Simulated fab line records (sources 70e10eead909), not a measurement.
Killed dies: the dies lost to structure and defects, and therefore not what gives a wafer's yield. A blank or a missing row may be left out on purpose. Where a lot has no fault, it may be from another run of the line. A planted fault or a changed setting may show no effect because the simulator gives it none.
Struck lot and sound lot, side by side || flow nandHarc || 14 steps out of a route of 1302
Sound: these wafers, L530.1, L530.5, L530.6. Struck: wafer L532.4 (L532.2, L532.5, from the same lot, were not struck and are left out); the cause is given at the end.
Each step with rows lists, per side, the tool, then ch with its chambers, then its first start. Under that, the readings that differ: sound wafers || struck wafers || difference of the means || sigmas: that difference in standard deviations of wafers without a fault.
alike: words and numbers the same on both sides, and readings whose means are apart by under 2 such deviations; not compared: readings that were withheld, readings missing a value for some wafer, numbers with overlapping values and no deviation given by the record, and bounds like >300 which may hide the same value.
Wherever a step has rows on one side only, a row that says differs or no value, or a row with sigmas, the two part there. Non-overlapping numbers with no deviation appear without sigmas and do not part them. Lack of a reading on every wafer of one side parts them only where that side has two or more wafers.

first, 2 steps without rows for these wafers: NHARC_A_CHANNEL_HOLE_D2_STRIP_43 (strips in O2/COS); NHARC_A_CHANNEL_HOLE_D2_ETCH_44 (etches the open film in CF4/O2, target depth 140 nm, overetch 14 nm, time 77 s).
NHARC_A_CHANNEL_HOLE_D2_STRIP_28: strips in O2.
  sound: rieDiel-02 ch 1,2,3; struck: rieDiel-02 ch 2
  alike: drypumpMotorCurrentA, oesProductAu, rfVppV, showerheadPlenumPTorr, throttleValvePct
  not compared: rfHoursCounterH
then, 2 steps without rows for these wafers: NHARC_A_CHANNEL_HOLE_D2_PRECLEAN_29 (cleans in SC1); NHARC_A_CHANNEL_HOLE_D2_SRD_30.
NHARC_A_CHANNEL_HOLE_D2_CD_MEAS_31:
  struck on cdSem-02, day 15 06:36; sound on cdSem-01, day 14 22:16
  alike: cdNm
NHARC_A_CHANNEL_HOLE_D2_XSEM_32:
  sound on xsem-02 ch 0, day 14 22:22; struck on xsem-01 ch 0, day 15 06:41
{"reading": "bowNm (nm)", "sound": "8.28 8.32 8.33", "struck": 8.87, "difference": "+0.56", "sigmas": "+2"}
  alike: botCdNm, tiltDeg
NHARC_A_CHANNEL_HOLE_D2_INSPECT_40:
  struck on defectInspect-01, day 15 06:47; sound on defectInspect-01, day 14 22:28
{"reading": "rawDefectCount", "sound": "620 508 574", "struck": 309, "difference": -258, "sigmas": -3}
then, 2 steps without rows for these wafers: NHARC_A_CHANNEL_FILL_D2_PRECLEAN_00 (cleans in SC1); NHARC_A_CHANNEL_FILL_D2_SRD_01.
NHARC_A_CHANNEL_FILL_D2_ALD_02: deposits SiO2, target thk 6 nm, pulse time 10 s, ald cycles 60.
  sound on aldHk-04 ch 0,1, day 14 22:44; struck on aldHk-03 ch 0, day 15 06:59
  alike: heaterPowerW, precursorPulseHeightRel
  not compared: aldCycles
NHARC_A_CHANNEL_FILL_D2_ALD_03: deposits SiNx, target thk 6 nm, pulse time 60 s, ald cycles 58.
  sound: aldSinBatch-03 ch 0; struck: aldSinBatch-01 ch 0
  alike: precursorPulseHeightRel
  not compared: aldCycles
NHARC_A_CHANNEL_FILL_D2_ALD_14: deposits SiO2, target thk 2.5 nm, pulse time 10 s, ald cycles 25.
  sound on aldHk-03 ch 0,1, day 15 05:37; struck on aldHk-03 ch 2, day 15 14:05
{"reading": "aldCycles", "sound": "25 25 25", "struck": 23, "difference": -2, "sigmas": ""}
  alike: heaterPowerW, precursorPulseHeightRel
NHARC_A_CHANNEL_FILL_D2_ALD_15: deposits SiNx, target thk 2 nm, pulse time 60 s, ald cycles 19.
  sound: aldSinBatch-03 ch 0; struck: aldSinBatch-02 ch 0
  alike: precursorPulseHeightRel
  not compared: aldCycles

## WHERE THEY PART
At NHARC_A_CHANNEL_HOLE_D2_XSEM_32 first; at NHARC_A_CHANNEL_HOLE_D2_INSPECT_40 last (within this record only). Later steps at which nothing parts them and some readings are alike: NHARC_A_CHANNEL_FILL_D2_ALD_02, NHARC_A_CHANNEL_FILL_D2_ALD_03, NHARC_A_CHANNEL_FILL_D2_ALD_14, NHARC_A_CHANNEL_FILL_D2_ALD_15.

WHY: what the simulator had put in
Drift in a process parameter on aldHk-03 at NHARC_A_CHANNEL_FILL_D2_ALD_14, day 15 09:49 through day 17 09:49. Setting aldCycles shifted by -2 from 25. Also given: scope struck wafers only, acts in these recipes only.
